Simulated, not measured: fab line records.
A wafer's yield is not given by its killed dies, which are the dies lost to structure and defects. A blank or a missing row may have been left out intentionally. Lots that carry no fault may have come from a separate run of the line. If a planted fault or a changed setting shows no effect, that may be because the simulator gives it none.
Chamber matching || flow nandHarc || 3 sister chambers for NHARC_A_CONTACT_DEP_85 on pecvd-03
The step deposits SiON, target thk 50 nm. 27 wafers are shown with their chamber, then 12 later ones without.

EACH WAFER AND ITS CHAMBER
{"wafer": "L075.1", "chamber": 2, "heaterPowerW (W)": 713}
{"wafer": "L075.3", "chamber": 0, "heaterPowerW (W)": 696}
{"wafer": "L075.5", "chamber": 2, "heaterPowerW (W)": 733}
{"wafer": "L074.1", "chamber": 0, "heaterPowerW (W)": 721}
{"wafer": "L074.2", "chamber": 2, "heaterPowerW (W)": 676}
{"wafer": "L074.6", "chamber": 2, "heaterPowerW (W)": 662}
{"wafer": "L076.2", "chamber": 2, "heaterPowerW (W)": 779}
{"wafer": "L076.3", "chamber": 1, "heaterPowerW (W)": 714}
{"wafer": "L076.5", "chamber": 2, "heaterPowerW (W)": 750}
{"wafer": "L078.2", "chamber": 2, "heaterPowerW (W)": 621}
{"wafer": "L078.5", "chamber": 2, "heaterPowerW (W)": 627}
{"wafer": "L078.6", "chamber": 0, "heaterPowerW (W)": 742}
{"wafer": "L079.3", "chamber": 0, "heaterPowerW (W)": 696}
{"wafer": "L079.4", "chamber": 2, "heaterPowerW (W)": 706}
{"wafer": "L079.5", "chamber": 0, "heaterPowerW (W)": 721}
{"wafer": "L080.1", "chamber": 0, "heaterPowerW (W)": 751}
{"wafer": "L080.4", "chamber": 1, "heaterPowerW (W)": 724}
{"wafer": "L080.5", "chamber": 2, "heaterPowerW (W)": 725}
{"wafer": "L083.3", "chamber": 1, "heaterPowerW (W)": 708}
{"wafer": "L083.5", "chamber": 0, "heaterPowerW (W)": 685}
{"wafer": "L083.6", "chamber": 1, "heaterPowerW (W)": 698}
{"wafer": "L082.1", "chamber": 0, "heaterPowerW (W)": 724}
{"wafer": "L082.4", "chamber": 2, "heaterPowerW (W)": 757}
{"wafer": "L082.6", "chamber": 0, "heaterPowerW (W)": 754}
{"wafer": "L086.2", "chamber": 0, "heaterPowerW (W)": 651}
{"wafer": "L086.4", "chamber": 0, "heaterPowerW (W)": 671}
{"wafer": "L086.5", "chamber": 2, "heaterPowerW (W)": 729}

SIGNATURES, as means of the wafers listed above
{"reading": "heaterPowerW", "chamber 0": 710.18, "chamber 1": 711.00, "chamber 2": 706.50, "scatter within a chamber": 40.5}
Rule: a wafer lies at a distance from a chamber equal to the root of the sum of squares, over the readings, of (its reading less the chamber's mean, divided by the reading's scatter). The wafer belongs to the nearest chamber; if the next one is less than 2 further off, it can't be placed. The scatter is the square root of a quotient: the sum, over the shown wafers, of each reading's squared deviation from its chamber's mean, divided by wafers minus chambers.

WAFERS WITHOUT THEIR CHAMBER
{"wafer": "L091.1", "heaterPowerW (W)": 690}
{"wafer": "L091.2", "heaterPowerW (W)": 709}
{"wafer": "L091.5", "heaterPowerW (W)": 631}
{"wafer": "L095.2", "heaterPowerW (W)": 781}
{"wafer": "L095.5", "heaterPowerW (W)": 686}
{"wafer": "L095.6", "heaterPowerW (W)": 768}
{"wafer": "L094.3", "heaterPowerW (W)": 620}
{"wafer": "L094.4", "heaterPowerW (W)": 629}
{"wafer": "L094.5", "heaterPowerW (W)": 626}
{"wafer": "L097.1", "heaterPowerW (W)": 727}
{"wafer": "L097.2", "heaterPowerW (W)": 637}
{"wafer": "L097.5", "heaterPowerW (W)": 742}

THE CHAMBER EACH PASSED THROUGH
{"wafer": "L091.1", "from the rows above": "can't be placed: 2 or 0 or 1", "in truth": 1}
{"wafer": "L091.2", "from the rows above": "can't be placed: 0 or 1 or 2", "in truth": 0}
{"wafer": "L091.5", "from the rows above": "can't be placed: 2 or 0 or 1", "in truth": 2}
{"wafer": "L095.2", "from the rows above": "can't be placed: 1 or 0 or 2", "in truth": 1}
{"wafer": "L095.5", "from the rows above": "can't be placed: 2 or 0 or 1", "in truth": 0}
{"wafer": "L095.6", "from the rows above": "can't be placed: 1 or 0 or 2", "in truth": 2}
{"wafer": "L094.3", "from the rows above": "can't be placed: 2 or 0 or 1", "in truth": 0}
{"wafer": "L094.4", "from the rows above": "can't be placed: 2 or 0 or 1", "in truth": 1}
{"wafer": "L094.5", "from the rows above": "can't be placed: 2 or 0 or 1", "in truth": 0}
{"wafer": "L097.1", "from the rows above": "can't be placed: 1 or 0 or 2", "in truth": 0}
{"wafer": "L097.2", "from the rows above": "can't be placed: 2 or 0 or 1", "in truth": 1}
{"wafer": "L097.5", "from the rows above": "can't be placed: 1 or 0 or 2", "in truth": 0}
Correct placement for 0 of the 12. Can't be placed from these rows: 12 (the true chamber is among the candidates in 12). 0 placed wrongly.
